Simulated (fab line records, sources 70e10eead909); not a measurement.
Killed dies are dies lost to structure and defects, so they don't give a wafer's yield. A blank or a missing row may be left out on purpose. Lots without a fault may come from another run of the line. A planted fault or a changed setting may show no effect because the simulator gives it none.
fab line records | flow nand_harc
record lots=24 wafers=72 last_day=24
route steps=1159 shown A_ONON_D1@437 A_CHANNEL_FILL_D1@509 A_STAIRCASE@561
lots that met no fault: from a run of the same line without faults
start_h: hours from the record's first day to the start of the lot's first wafer shown | wait_h: hours since the lot's step before | " the same as in the row above | L1.1+2: a row that stands for several wafers | - no value, or no start given | * or withheld: withheld | < > ~ a bound
route shown NAME@n: a module of which the file shows steps, and the number in the route of the first | usual: mean/standard deviation of fault-free wafers | same: alike in all rows | chamber/n: place in a boat | sites: the reading at each site | _std_site: their standard deviation | _edge_site: outer sites' mean less inner sites' | radius_mm: how far each site lies from the wafer's centre | mask NAME#n: copy n | behind: the tool/chamber that last shaped the wafer | hold: why the lot was held/for how many hours/how that ended | device: the transistor (n, p or np) that didn't switch | end of line: the same wafers' tests at the end of the route | a step without rows: its recipe alone | killed: dies lost to structure and defects at the first sort, not the wafer's yield | map: a wafer's dies, x killed, . not, _ none there
set.NAME: the setting as run; set.NAME@STEP: as run at that earlier step | model.NAME: the simulator's own value behind a step, which no gauge read
steps of the route over a sample of lots; a table a step, a row a wafer
services: from which hour (start_h, from the record's first day; less than 0 if before it) a tool's chamber was out of use, for how many hours, and why
## steps
# step NHARC_A_ONON_D1_THK_MEAS_18
# recipe thk_meas_gauge=ellipsometry
# usual thk_nm=1003/11
# columns lot.wafer tool chamber start_h wait_h thk_nm
L076.4 film_metro-01 - 170.72 - 1016
L076.5 " - " " 1014
L076.6 " - " " 1015
L074.2 film_metro-02 - 170.72 - 1009
L074.4 " - " " 1008
L074.6 " - " " 1009
L075.1 film_metro-01 - 176.51 - 1009
L075.2 " - " " 1012
L075.6 " - " " 1012
L078.2 film_metro-02 - 189.20 - 1001
L078.4 " - " " 1002
L078.5 " - " " 1001
L077.1 film_metro-01 - 189.21 - 1009
L077.3 " - " " 1008
L077.5 " - " " 1012
L080.4 film_metro-01 - 199.48 - 1004
L080.5 " - " " 1004
L080.6 " - " " 1003
L079.4 film_metro-02 - 199.49 - 1005
L079.5 " - " " 1007
L079.6 " - " " 1005
L081.1 film_metro-02 - 209.97 - 983
L081.3 " - " " 983
L081.6 " - " " 985
L082.1 film_metro-01 - 209.98 - 1005
L082.2 " - " " 1003
L082.4 " - " " 1004
L083.1 film_metro-02 - 224.78 - 1009
L083.2 " - " " 1010
L083.3 " - " " 1010
L084.1 film_metro-02 - 224.78 - 990
L084.2 " - " " 990
L084.3 " - " " 990
L085.1 film_metro-02 - 233.95 - 991
L085.2 " - " " 992
L085.5 " - " " 991
L087.1 film_metro-01 - 241.93 - 1025
L087.2 " - " " 1027
L087.6 " - " " 1027
L086.3 film_metro-02 - 241.93 - 1018
L086.4 " - " " 1018
L086.5 " - " " 1019
L090.1 film_metro-02 - 262.07 - 1016
L090.5 " - " " 1015
L090.6 " - " " 1016
L089.1 film_metro-02 - 262.08 - 986
L089.4 " - " " 987
L089.5 " - " " 985
L088.1 film_metro-02 - 262.09 - 999
L088.5 " - " " 998
L088.6 " - " " 999
L091.1 film_metro-02 - 275.41 - 1011
L091.4 " - " " 1011
L091.5 " - " " 1011
L092.1 film_metro-01 - 275.41 - 996
L092.3 " - " " 999
L092.5 " - " " 998
L094.2 film_metro-01 - 288.42 - 990
L094.4 " - " " 992
L094.5 " - " " 990
L093.2 film_metro-02 - 288.45 - 1004
L093.3 " - " " 1006
L093.6 " - " " 1006
L095.1 film_metro-02 - 291.77 - 986
L095.4 " - " " 985
L095.5 " - " " 986
L097.1 film_metro-01 - 295.24 - 998
L097.2 " - " " 996
L097.3 " - " " 995
L096.2 film_metro-02 - 295.25 - 1009
L096.4 " - " " 1009
L096.5 " - " " 1010
# step NHARC_A_CHANNEL_FILL_D1_STRIP_29
# recipe time_s=20 o2_flow_sccm=500 ar_flow_sccm=0 bias_w=0 chemistry=O2
# usual drypump_motor_current_A=5.8/0.42 oes_product_au=1.000/0.01 rf_vpp_V=57.6/0.94 showerhead_plenum_p_Torr=3.46/0.14 throttle_valve_pct=17.035/0.0095
# columns lot.wafer tool chamber start_h wait_h drypump_motor_current_A oes_product_au rf_hours_counter_h rf_vpp_V showerhead_plenum_p_Torr throttle_valve_pct
L076.4 rie_diel-01 0 - - 5.3 0.996 3 56.3 3.34 17.034
L076.5 " 0 " " 5.3 0.997 - 58.5 3.34 17.019
L076.6 " 1 " " 6.3 0.995 - 57.8 3.33 17.032
L074.4 rie_diel-13 2 - - 6.1 1.006 21 58.0 3.63 17.030
L074.2 " 3 " " 5.1 1.011 21 56.7 3.47 17.030
L074.6 " 0 " " 5.6 1.017 - 56.6 3.55 17.028
L075.1 rie_diel-13 3 - - 5.1 0.995 23 56.4 3.47 17.045
L075.2 " 1 " " 6.1 0.979 22 57.5 3.51 17.011
L075.6 " 0 " " 5.6 1.007 - 57.6 3.55 17.045
L078.2 rie_diel-01 3 246.49 0.1 5.6 0.994 4 57.8 3.72 17.032
L078.4 " 3 " " 5.6 0.987 - 58.9 3.72 17.033
L078.5 " 2 " " 6.1 0.989 - 58.1 3.30 17.033
L077.3 rie_diel-13 2 246.50 0.3 6.2 1.000 26 58.9 3.63 17.040
L077.1 " 1 " " 6.1 0.990 25 58.0 3.51 17.023
L077.5 " 1 " " 6.1 0.981 - 58.2 3.51 17.022
L079.4 rie_diel-07 3 - - 6.0 1.025 1 58.4 3.35 17.045
L079.6 " 0 " " 5.5 1.017 - 56.5 3.32 17.034
L079.5 " 1 " " 6.6 1.000 - 56.9 3.38 17.047
L080.4 rie_diel-07 3 - - 6.0 1.015 1 56.9 3.35 17.030
L080.6 " 2 " " 5.7 1.006 - 58.0 3.67 17.041
L080.5 " 3 " " 6.0 1.005 - 57.6 3.35 17.038
L082.2 rie_diel-07 2 - - 5.7 1.002 1 59.1 3.67 17.049
L082.1 " 3 " " 6.0 1.001 1 55.5 3.35 17.024
L082.4 " 1 " " 6.6 0.999 1 56.4 3.38 17.044
L081.1 rie_diel-01 3 - - 5.6 0.997 5 59.3 3.72 17.023
L081.3 " 0 " " 5.3 1.012 5 57.6 3.34 17.040
L081.6 " 3 " " 5.6 0.983 - 59.4 3.72 17.043
L084.2 rie_diel-07 3 - - 6.0 1.015 1 59.9 3.35 17.024
L084.1 " 1 " " 6.6 0.998 1 57.8 3.38 17.041
L084.3 " 2 " " 5.7 0.989 1 57.5 3.67 17.052
L083.2 rie_diel-07 1 - - 6.6 1.004 1 57.7 3.38 17.030
L083.3 " 3 " " 6.0 1.013 1 57.3 3.35 17.037
L083.1 " 0 " " 5.5 1.019 1 57.0 3.32 17.038
L085.2 rie_diel-01 0 - - 5.3 0.999 5 57.4 3.34 17.025
L085.1 " 1 " " 6.2 1.002 5 55.1 3.33 17.034
L085.5 " 0 " " 5.3 1.009 - 56.7 3.34 17.026
L087.2 rie_diel-07 0 - - 5.5 1.007 2 57.4 3.32 17.054
L087.1 " 2 " " 5.7 0.991 2 57.5 3.67 17.033
L087.6 " 0 " " 5.5 1.019 - 58.6 3.32 17.027
L086.4 rie_diel-13 3 - - 5.1 0.987 1 57.5 3.46 17.049
L086.3 " 1 " " 6.1 0.990 1 57.9 3.50 17.051
L086.5 " 2 " " 6.2 1.006 - 58.7 3.62 17.036
L090.1 rie_diel-13 2 - - 6.2 0.998 7 58.6 3.62 17.032
L090.5 " 1 " " 6.1 0.986 - 57.9 3.50 17.036
L090.6 " 2 " " 6.2 1.008 - 58.9 3.62 17.033
L089.1 rie_diel-13 1 - - 6.1 0.993 7 56.5 3.50 17.040
L089.4 " 0 " " 5.6 1.006 6 57.5 3.54 17.035
L089.5 " 2 " " 6.1 0.998 - 56.3 3.62 17.046
L088.1 rie_diel-07 3 - - 6.0 1.018 2 58.9 3.35 17.028
L088.6 " 3 " " 6.0 1.005 - 58.1 3.35 17.029
L088.5 " 0 " " 5.5 0.997 - 56.3 3.32 17.047
L091.1 rie_diel-01 2 - - 6.1 0.989 0 56.8 3.30 17.014
L091.4 " 1 " " 6.3 0.984 0 57.5 3.33 17.035
L091.5 " 3 " " 5.5 1.000 - 56.6 3.72 17.026
L092.1 rie_diel-13 3 - - 5.1 0.989 8 56.9 3.46 17.048
L092.3 " 0 " " 5.6 1.011 8 57.9 3.54 17.042
L092.5 " 0 " " 5.6 1.004 - 56.7 3.54 17.022
L094.2 rie_diel-07 0 345.53 0.1 5.5 0.995 3 58.0 3.32 17.041
L094.4 " 1 " " 6.6 1.000 - 55.3 3.38 17.024
L094.5 " 3 " " 6.0 1.000 - 58.1 3.35 17.034
L093.3 rie_diel-01 0 - - 5.3 0.995 1 56.3 3.33 17.026
L093.2 " 1 " " 6.3 0.989 1 56.7 3.33 17.021
L093.6 " 0 " " 5.3 1.003 - 56.4 3.33 17.035
L096.4 rie_diel-07 2 - - 5.7 0.999 2 57.6 3.67 17.033
L096.2 " 3 " " 6.0 1.009 3 57.4 3.35 17.026
L096.5 " 1 " " 6.6 1.011 - 58.3 3.38 17.037
L097.1 rie_diel-13 3 351.65 0.1 5.1 0.984 11 58.9 3.46 17.041
L097.2 " 1 " " 6.2 1.000 11 57.9 3.50 17.033
L097.3 " 2 " " 6.2 0.985 11 56.9 3.62 17.033
L095.1 rie_diel-07 0 - - 5.6 1.011 3 56.8 3.32 17.045
L095.4 " 2 " " 5.7 0.994 2 57.4 3.67 17.044
L095.5 " 3 " " 6.0 1.005 - 58.4 3.35 17.045
# step NHARC_A_STAIRCASE_TRIM_24
# recipe time_s=211.2 o2_flow_sccm=500 ar_flow_sccm=0 bias_w=0 chemistry=O2
# usual drypump_motor_current_A=5.7/0.43 oes_product_au=1.003/0.0093 rf_vpp_V=57.9/0.85 showerhead_plenum_p_Torr=3.57/0.11 throttle_valve_pct=17.036/0.01
# columns lot.wafer tool chamber start_h wait_h drypump_motor_current_A oes_product_au rf_hours_counter_h rf_vpp_V showerhead_plenum_p_Torr throttle_valve_pct
L074.4 rie_diel-04 1 - - 5.2 0.997 41 58.8 3.69 17.047
L074.2 " 0 " " 5.8 1.003 43 57.6 3.66 17.043
L074.6 " 2 " " 5.6 1.013 - 59.2 3.68 17.042
L076.4 rie_diel-11 1 - - 5.3 1.007 10 57.6 3.37 17.022
L076.6 " 3 " " 5.0 1.002 - 58.5 3.50 17.041
L076.5 " 0 " " 6.0 1.003 - 56.6 3.53 17.023
L075.1 rie_diel-09 1 - - 6.8 1.006 63 57.5 3.69 17.030
L075.2 " 2 " " 5.4 1.000 63 58.6 3.57 17.030
L075.6 " 3 " " 5.8 1.002 - 56.7 3.42 17.035
L078.4 rie_diel-04 3 - - 6.1 1.017 52 57.8 3.51 17.040
L078.2 " 0 " " 5.8 0.999 52 56.8 3.65 17.034
L078.5 " 2 " " 5.6 1.024 - 59.0 3.68 17.036
L077.1 rie_diel-11 3 - - 5.0 0.985 20 57.5 3.50 17.035
L077.3 " 0 " " 6.0 1.004 22 57.9 3.53 17.051
L077.5 " 0 " " 6.0 1.002 - 57.2 3.53 17.018
L079.4 rie_diel-11 2 - - 6.0 1.006 25 57.8 3.63 17.036
L079.6 " 0 " " 6.0 1.008 - 58.9 3.52 17.024
L079.5 " 1 " " 5.4 1.000 - 57.3 3.36 17.050
L080.4 rie_diel-04 1 - - 5.2 0.992 56 58.1 3.68 17.052
L080.5 " 0 " " 5.8 0.996 - 58.4 3.65 17.050
L080.6 " 1 " " 5.2 0.985 - 59.0 3.68 17.044
L082.1 rie_diel-04 1 - - 5.2 0.998 60 59.1 3.68 17.019
L082.4 " 3 " " 6.1 1.015 61 58.0 3.51 17.025
L082.2 " 0 " " 5.8 1.004 62 57.8 3.65 17.044
L081.1 rie_diel-09 3 - - 5.8 1.011 6 56.3 3.42 17.036
L081.3 " 0 " " 5.5 1.009 7 57.4 3.70 17.052
L081.6 " 2 " " 5.4 1.003 - 57.8 3.56 17.041
L084.3 rie_diel-09 3 - - 5.8 1.011 8 57.7 3.41 17.042
L084.1 " 0 " " 5.5 1.003 10 57.1 3.69 17.039
L084.2 " 1 " " 6.7 0.975 10 57.0 3.69 17.033
L083.2 rie_diel-11 1 - - 5.4 0.992 36 56.9 3.35 17.034
L083.1 " 2 " " 6.0 1.001 34 57.2 3.63 17.045
L083.3 " 3 " " 5.0 0.997 35 58.3 3.49 17.053
L085.1 rie_diel-04 1 - - 5.2 1.004 1 59.1 3.68 17.051
L085.2 " 3 " " 6.1 0.999 3 59.6 3.50 17.055
L085.5 " 2 " " 5.6 0.998 - 58.1 3.67 17.046
L086.3 rie_diel-11 2 - - 6.0 1.003 41 59.1 3.62 17.026
L086.4 " 1 " " 5.3 1.004 - 56.2 3.35 17.046
L086.5 " 2 " " 6.0 1.007 - 59.1 3.62 17.028
L087.2 rie_diel-04 0 - - 5.8 1.002 5 59.9 3.64 17.048
L087.1 " 3 " " 6.1 1.007 5 58.2 3.50 17.020
L087.6 " 0 " " 5.8 1.002 - 57.4 3.64 17.037
L088.1 rie_diel-09 1 - - 6.7 0.978 25 58.1 3.68 17.033
L088.5 " 0 " " 5.5 1.015 - 57.6 3.69 17.030
L088.6 " 1 " " 6.7 0.973 - 57.9 3.68 17.015
L089.4 rie_diel-04 0 - - 5.8 1.001 13 58.4 3.64 17.063
L089.1 " 2 " " 5.6 1.001 13 56.0 3.66 17.024
L089.5 " 3 " " 6.0 0.998 - 56.2 3.50 17.045
L090.1 rie_diel-11 1 - - 5.3 1.007 49 56.6 3.35 17.041
L090.5 " 2 " " 6.0 1.001 - 59.5 3.62 17.041
L090.6 " 3 " " 5.0 1.004 - 58.7 3.48 17.038
L091.1 rie_diel-11 3 - - 5.0 1.000 54 57.1 3.48 17.040
L091.4 " 1 " " 5.4 1.006 53 58.0 3.35 17.031
L091.5 " 0 " " 6.0 1.006 - 57.9 3.51 17.020
L092.1 rie_diel-09 0 - - 5.5 1.024 30 58.9 3.68 17.021
L092.3 " 1 " " 6.7 0.986 28 59.1 3.68 17.016
L092.5 " 0 " " 5.5 1.004 - 58.3 3.68 17.031
L094.2 rie_diel-09 1 - - 6.7 0.998 32 58.1 3.67 17.040
L094.4 " 0 " " 5.5 1.011 34 57.7 3.68 17.047
L094.5 " 2 " " 5.4 1.007 - 57.1 3.55 17.049
L093.3 rie_diel-11 0 - - 6.0 1.001 58 58.1 3.51 17.039
L093.2 " 2 " " 6.0 0.997 58 57.9 3.62 17.037
L093.6 " 3 " " 5.0 1.006 - 57.1 3.48 17.034
L096.4 rie_diel-04 2 - - 5.6 1.004 25 58.4 3.66 17.041
L096.2 " 0 " " 5.8 0.998 23 57.7 3.63 17.037
L096.5 " 2 " " 5.6 1.012 - 58.5 3.66 17.034
L095.1 rie_diel-11 3 - - 5.0 0.993 63 60.0 3.47 17.033
L095.4 " 1 " " 5.3 1.010 57 57.8 3.34 17.036
L095.5 " 3 " " 5.0 0.996 - 58.4 3.47 17.038
L097.1 rie_diel-04 2 - - 5.6 1.015 26 58.9 3.66 17.035
L097.3 " 3 " " 6.1 0.995 24 57.8 3.49 17.044
L097.2 " 1 " " 5.2 1.015 23 57.7 3.67 17.041
# step NHARC_A_STAIRCASE_ETCH_294
# recipe target_depth_a=49920 time_s=1212.4 ion_energy_ev=800 c4f8_flow_sccm=80 o2_flow_sccm=60 ar_flow_sccm=withheld rf_w=600 bias_w=3000 chemistry=C4F8/O2/Ar
# usual oes_product_au=0.935/0.01 rf_vpp_V=1830/8.1
# columns lot.wafer tool chamber start_h wait_h oes_product_au rf_hours_counter_h rf_vpp_V
L076.4 rie_diel-04 2 - - 0.944 46 1838
L076.5 " 1 " " 0.927 - 1838
L076.6 " 2 " " 0.947 - 1838
L074.4 rie_diel-04 2 - - 0.950 47 1838
L074.2 " 3 " " 0.949 51 1825
L074.6 " 2 " " 0.950 - 1838
L075.1 rie_diel-11 2 - - 0.940 24 1835
L075.2 " 0 " " 0.937 26 1827
L075.6 " 1 " " 0.929 - 1815
L077.3 rie_diel-04 1 - - 0.928 57 1838
L077.1 " 3 " " 0.944 60 1825
L077.5 " 2 " " 0.939 - 1839
L078.2 rie_diel-04 0 - - 0.939 60 1834
L078.4 " 2 " " 0.936 56 1836
L078.5 " 0 " " 0.938 - 1835
L079.4 rie_diel-09 1 - - 0.921 8 1839
L079.5 " 3 " " 0.935 - 1819
L079.6 " 0 " " 0.951 - 1839
L080.5 rie_diel-04 3 - - 0.950 - 1824
L080.6 " 0 " " 0.931 - 1836
L080.4 " 2 " " 0.939 - 1837
L082.2 rie_diel-09 3 - - 0.935 11 1817
L082.4 " 1 " " 0.913 12 1838
L082.1 " 2 " " 0.926 11 1829
L081.1 rie_diel-11 1 - - 0.931 35 1814
L081.3 " 3 " " 0.921 35 1823
L081.6 " 1 " " 0.926 - 1815
L084.1 rie_diel-04 0 - - 0.932 4 1836
L084.2 " 1 " " 0.940 2 1838
L084.3 " 3 " " 0.942 4 1825
L083.1 rie_diel-11 0 - - 0.933 44 1825
L083.2 " 2 " " 0.924 43 1833
L083.3 " 3 " " 0.916 43 1824
L085.1 rie_diel-11 3 - - 0.940 45 1823
L085.2 " 0 " " 0.939 46 1826
L085.5 " 1 " " 0.941 - 1814
L086.3 rie_diel-09 3 - - 0.939 23 1818
L086.4 " 0 " " 0.951 25 1838
L086.5 " 3 " " 0.935 - 1817
L087.2 rie_diel-04 0 - - 0.950 10 1835
L087.1 " 1 " " 0.932 8 1838
L087.6 " 3 " " 0.941 - 1824
L088.1 rie_diel-04 0 - - 0.940 17 1836
L088.6 " 2 " " 0.952 - 1837
L088.5 " 3 " " 0.937 - 1826
L089.4 rie_diel-09 1 - - 0.936 29 1837
L089.1 " 2 " " 0.946 27 1829
L089.5 " 2 " " 0.952 - 1830
L090.1 rie_diel-09 0 - - 0.943 31 1838
L090.6 " 1 " " 0.933 - 1837
L090.5 " 2 " " 0.937 - 1828
L091.4 rie_diel-04 0 - - 0.934 21 1836
L091.1 " 1 " " 0.949 20 1838
L091.5 " 3 " " 0.931 - 1825
L092.1 rie_diel-09 0 - - 0.932 36 1839
L092.3 " 1 " " 0.922 34 1836
L092.5 " 3 " " 0.914 - 1818
L094.4 rie_diel-04 2 - - 0.951 32 1836
L094.2 " 0 " " 0.945 29 1834
L094.5 " 3 " " 0.945 - 1824
L093.3 rie_diel-04 2 - - 0.929 33 1835
L093.2 " 0 " " 0.928 30 1834
L093.6 " 2 " " 0.935 - 1836
L096.4 rie_diel-09 0 - - 0.940 44 1837
L096.2 " 1 " " 0.932 43 1837
L096.5 " 3 " " 0.956 - 1815
L097.2 rie_diel-09 3 - - 0.939 43 1814
L097.1 " 0 " " 0.931 45 1838
L097.3 " 1 " " 0.917 44 1837
L095.1 rie_diel-11 2 - - 0.917 3 1834
L095.4 " 1 " " 0.926 3 1813
L095.5 " 3 " " 0.926 - 1824
# step NHARC_A_STAIRCASE_DESCUM_312
# recipe time_s=3 o2_flow_sccm=200 ar_flow_sccm=0 bias_power_w=0 chemistry=O2
# usual drypump_motor_current_A=5.7/0.46 oes_product_au=1.003/0.0099 rf_vpp_V=57.9/0.84 showerhead_plenum_p_Torr=1.95/0.06 throttle_valve_pct=11.311/0.0093
# columns lot.wafer tool chamber start_h wait_h drypump_motor_current_A oes_product_au rf_hours_counter_h rf_vpp_V showerhead_plenum_p_Torr throttle_valve_pct
L076.4 rie_diel-04 0 258.56 - 5.8 1.000 52 58.0 1.99 11.307
L076.5 " 1 " " 5.2 1.000 - 57.9 2.01 11.295
L076.6 " 2 " " 5.6 1.010 - 57.4 2.00 11.307
L074.2 rie_diel-04 0 260.14 - 5.7 1.005 52 57.3 1.99 11.313
L074.4 " 1 " " 5.2 0.995 51 58.3 2.00 11.306
L074.6 " 0 " " 5.7 0.992 - 59.1 1.99 11.311
L075.1 rie_diel-04 3 271.32 - 6.1 1.003 59 57.2 1.90 11.310
L075.2 " 1 " " 5.2 0.994 57 58.2 2.00 11.320
L075.6 " 3 " " 6.1 1.014 - 57.8 1.90 11.315
L077.1 rie_diel-04 3 278.58 - 6.0 1.006 61 57.5 1.90 11.312
L077.3 " 2 " " 5.6 1.000 58 57.1 2.00 11.317
L077.5 " 0 " " 5.8 1.010 - 58.6 1.98 11.305
L078.4 rie_diel-11 0 278.87 - 6.0 1.005 31 57.2 1.91 11.310
L078.2 " 2 " " 6.0 1.011 28 59.4 1.97 11.302
L078.5 " 3 " " 5.0 0.994 - 56.8 1.89 11.318
L079.4 rie_diel-11 3 289.87 - 5.0 0.998 32 56.0 1.89 11.336
L079.5 " 0 " " 6.0 1.012 - 58.7 1.91 11.309
L079.6 " 1 " " 5.3 1.002 - 58.8 1.81 11.325
L080.4 rie_diel-09 0 290.48 - 5.5 1.008 10 59.2 2.01 11.316
L080.5 " 0 " " 5.5 1.013 - 58.5 2.01 11.302
L080.6 " 1 " " 6.7 0.991 - 59.8 2.01 11.326
L082.4 rie_diel-09 1 298.31 - 6.8 0.984 13 58.5 2.00 11.302
L082.2 " 2 " " 5.4 1.002 12 56.1 1.93 11.307
L082.1 " 3 " " 5.7 1.004 13 58.0 1.85 11.297
L081.3 rie_diel-04 2 301.56 - 5.6 1.014 2 57.1 2.00 11.318
L081.1 " 3 " " 6.1 1.002 3 58.2 1.90 11.301
L081.6 " 3 " " 6.1 0.997 - 57.0 1.90 11.312
L084.2 rie_diel-09 0 313.36 - 5.5 1.016 21 59.4 2.01 11.331
L084.3 " 1 " " 6.7 0.983 19 59.2 2.00 11.297
L084.1 " 3 " " 5.7 0.993 19 56.5 1.84 11.305
L083.3 rie_diel-09 3 317.40 - 5.8 1.008 20 59.3 1.84 11.302
L083.1 " 0 " " 5.5 1.005 23 58.3 2.01 11.313
L083.2 " 2 " " 5.4 1.004 18 58.9 1.93 11.302
L085.1 rie_diel-09 3 325.68 - 5.7 1.006 24 56.4 1.84 11.317
L085.2 " 0 " " 5.4 1.010 25 58.8 2.01 11.319
L085.5 " 0 " " 5.5 1.015 - 58.3 2.01 11.298
L086.3 rie_diel-04 2 327.34 - 5.6 1.004 11 57.8 1.99 11.294
L086.4 " 0 " " 5.8 0.998 10 58.1 1.98 11.297
L086.5 " 1 " " 5.2 1.013 - 58.2 2.00 11.321
L087.2 rie_diel-09 1 327.61 - 6.7 0.977 24 58.1 2.00 11.322
L087.1 " 2 " " 5.4 1.001 22 57.6 1.93 11.310
L087.6 " 2 " " 5.4 0.994 - 56.9 1.93 11.307
L088.1 rie_diel-11 0 350.87 - 6.0 1.014 56 57.3 1.90 11.316
L088.6 " 3 " " 5.0 0.998 - 58.3 1.88 11.306
L088.5 " 0 " " 6.0 1.009 - 58.1 1.90 11.311
L089.1 rie_diel-09 3 351.49 - 5.7 1.009 31 57.7 1.84 11.325
L089.4 " 0 " " 5.5 1.007 33 58.1 2.00 11.311
L089.5 " 3 " " 5.7 1.009 - 55.2 1.84 11.311
L090.1 rie_diel-11 3 352.53 - 5.0 1.006 56 57.1 1.88 11.293
L090.5 " 2 " " 6.0 0.993 - 58.3 1.97 11.323
L090.6 " 3 " " 5.0 1.007 - 57.1 1.88 11.323
L091.4 rie_diel-09 2 363.54 - 5.4 0.987 33 57.6 1.93 11.314
L091.1 " 3 " " 5.8 1.004 35 59.0 1.84 11.314
L091.5 " 1 " " 6.7 0.990 - 57.4 2.00 11.314
L092.3 rie_diel-04 1 366.16 - 5.2 1.015 24 58.9 1.99 11.314
L092.1 " 2 " " 5.6 1.010 27 58.5 1.99 11.301
L092.5 " 1 " " 5.2 1.009 - 57.6 1.99 11.304
L094.4 rie_diel-09 3 379.25 - 5.7 1.018 41 57.6 1.84 11.316
L094.2 " 0 " " 5.5 1.010 44 59.0 2.00 11.327
L094.5 " 2 " " 5.4 0.993 - 57.5 1.92 11.319
L093.2 rie_diel-04 2 381.68 - 5.6 1.017 35 59.4 1.99 11.294
L093.3 " 0 " " 5.8 0.993 31 57.7 1.97 11.325
L093.6 " 2 " " 5.6 1.013 - 57.9 1.99 11.305
L096.4 rie_diel-09 2 385.24 - 5.4 0.999 43 58.1 1.92 11.299
L096.2 " 0 " " 5.5 1.010 46 57.6 2.00 11.311
L096.5 " 3 " " 5.7 1.005 - 56.9 1.84 11.315
L097.2 rie_diel-04 0 389.17 - 5.7 1.006 33 58.0 1.97 11.315
L097.3 " 1 " " 5.2 1.019 32 58.7 1.99 11.316
L097.1 " 2 " " 5.6 1.020 37 57.7 1.98 11.321
L095.1 rie_diel-09 1 389.92 - 6.7 0.995 46 58.3 1.99 11.298
L095.4 " 3 " " 5.7 1.012 45 56.8 1.84 11.318
L095.5 " 1 " " 6.7 0.987 - 58.2 1.99 11.303
# step NHARC_A_STAIRCASE_ETCH_315
# recipe target_depth_a=25000 time_s=607.1 ion_energy_ev=800 c4f8_flow_sccm=80 o2_flow_sccm=60 ar_flow_sccm=withheld rf_w=600 bias_w=3000 chemistry=C4F8/O2/Ar
# usual oes_product_au=0.936/0.013 rf_vpp_V=1831/7.5
# columns lot.wafer tool chamber start_h wait_h oes_product_au rf_hours_counter_h rf_vpp_V
L076.4 rie_diel-04 3 - - 0.935 53 1827
L076.5 " 2 " " 0.943 - 1838
L076.6 " 3 " " 0.938 - 1826
L074.2 rie_diel-04 3 - - 0.953 53 1826
L074.4 " 2 " " 0.951 50 1839
L074.6 " 3 " " 0.950 - 1826
L075.1 rie_diel-04 0 - - 0.934 59 1836
L075.2 " 2 " " 0.944 55 1837
L075.6 " 0 " " 0.941 - 1836
L077.3 rie_diel-04 1 - - 0.927 60 1839
L077.1 " 3 " " 0.950 61 1825
L077.5 " 1 " " 0.939 - 1837
L078.4 rie_diel-11 2 - - 0.926 28 1836
L078.2 " 0 " " 0.937 31 1826
L078.5 " 2 " " 0.934 - 1834
L079.4 rie_diel-11 0 - - 0.949 34 1827
L079.5 " 3 " " 0.937 - 1825
L079.6 " 0 " " 0.952 - 1826
L080.4 rie_diel-09 0 - - 0.937 10 1839
L080.6 " 1 " " 0.907 - 1840
L080.5 " 2 " " 0.932 - 1829
L082.1 rie_diel-09 3 - - 0.945 15 1819
L082.4 " 1 " " 0.920 14 1839
L082.2 " 2 " " 0.939 13 1830
L081.3 rie_diel-04 2 - - 0.954 3 1837
L081.1 " 0 " " 0.951 3 1834
L081.6 " 1 " " 0.935 - 1837
L084.2 rie_diel-09 0 - - 0.942 21 1838
L084.1 " 2 " " 0.930 17 1830
L084.3 " 3 " " 0.935 19 1818
L083.3 rie_diel-09 3 - - 0.935 21 1818
L083.1 " 0 " " 0.936 23 1838
L083.2 " 2 " " 0.931 19 1830
L085.1 rie_diel-09 0 - - 0.946 26 1838
L085.2 " 2 " " 0.926 22 1828
L085.5 " 0 " " 0.943 - 1839
L086.3 rie_diel-04 2 - - 0.938 11 1837
L086.4 " 3 " " 0.934 10 1825
L086.5 " 1 " " 0.928 - 1838
L087.2 rie_diel-09 1 - - 0.916 24 1838
L087.1 " 3 " " 0.954 25 1818
L087.6 " 1 " " 0.922 - 1838
L088.1 rie_diel-11 1 - - 0.948 55 1814
L088.5 " 3 " " 0.944 - 1821
L088.6 " 0 " " 0.938 - 1827
L089.4 rie_diel-09 0 - - 0.937 33 1839
L089.1 " 1 " " 0.918 32 1839
L089.5 " 3 " " 0.939 - 1818
L090.1 rie_diel-11 0 - - 0.941 57 1826
L090.6 " 0 " " 0.924 - 1823
L090.5 " 2 " " 0.920 - 1833
L091.4 rie_diel-09 1 - - 0.932 36 1837
L091.1 " 0 " " 0.931 37 1838
L091.5 " 1 " " 0.924 - 1837
L092.3 rie_diel-04 3 - - 0.941 25 1825
L092.1 " 1 " " 0.965 24 1838
L092.5 " 0 " " 0.939 - 1835
L094.4 rie_diel-09 3 - - 0.959 41 1816
L094.2 " 0 " " 0.965 44 1837
L094.5 " 0 " " 0.961 - 1837
L093.2 rie_diel-04 1 - - 0.959 30 1837
L093.3 " 3 " " 0.935 34 1825
L093.6 " 0 " " 0.952 - 1833
L096.4 rie_diel-09 1 - - 0.908 45 1837
L096.2 " 2 " " 0.915 43 1828
L096.5 " 1 " " 0.915 - 1836
L097.3 rie_diel-04 3 - - 0.938 37 1824
L097.2 " 0 " " 0.935 34 1835
L097.1 " 1 " " 0.959 34 1837
L095.4 rie_diel-09 0 - - 0.930 49 1838
L095.1 " 2 " " 0.917 45 1828
L095.5 " 0 " " 0.932 - 1838
## services
# columns tool chamber start_h hours kind
rie_diel-04 0 218.93 - clean
rie_diel-11 1 223.95 4.9 repair
rie_diel-07 - 228.20 9.0 pm
rie_diel-01 1 234.49 16.3 repair
rie_diel-01 2 238.04 8.0 repair
rie_diel-09 0 238.59 5.8 repair
rie_diel-13 3 240.82 10.0 repair
rie_diel-13 1 252.75 2.7 repair
rie_diel-09 - 254.10 9.0 pm
rie_diel-13 - 276.00 9.0 pm
rie_diel-01 0 278.64 1.9 repair
rie_diel-01 1 284.57 4.3 repair
rie_diel-04 1 285.68 14.8 repair
rie_diel-01 0 287.27 2.0 repair
rie_diel-04 - 288.90 9.0 pm
rie_diel-09 - 303.60 1.2 repair
rie_diel-11 0 306.40 2.2 repair
rie_diel-01 - 314.82 9.0 pm
rie_diel-07 2 328.26 18.7 repair
rie_diel-13 0 346.28 8.2 repair
rie_diel-11 1 352.19 8.8 repair
rie_diel-11 - 367.85 9.0 pm
rie_diel-13 - 369.96 1.1 repair
rie_diel-01 3 391.06 2.8 repair
## key
fault none
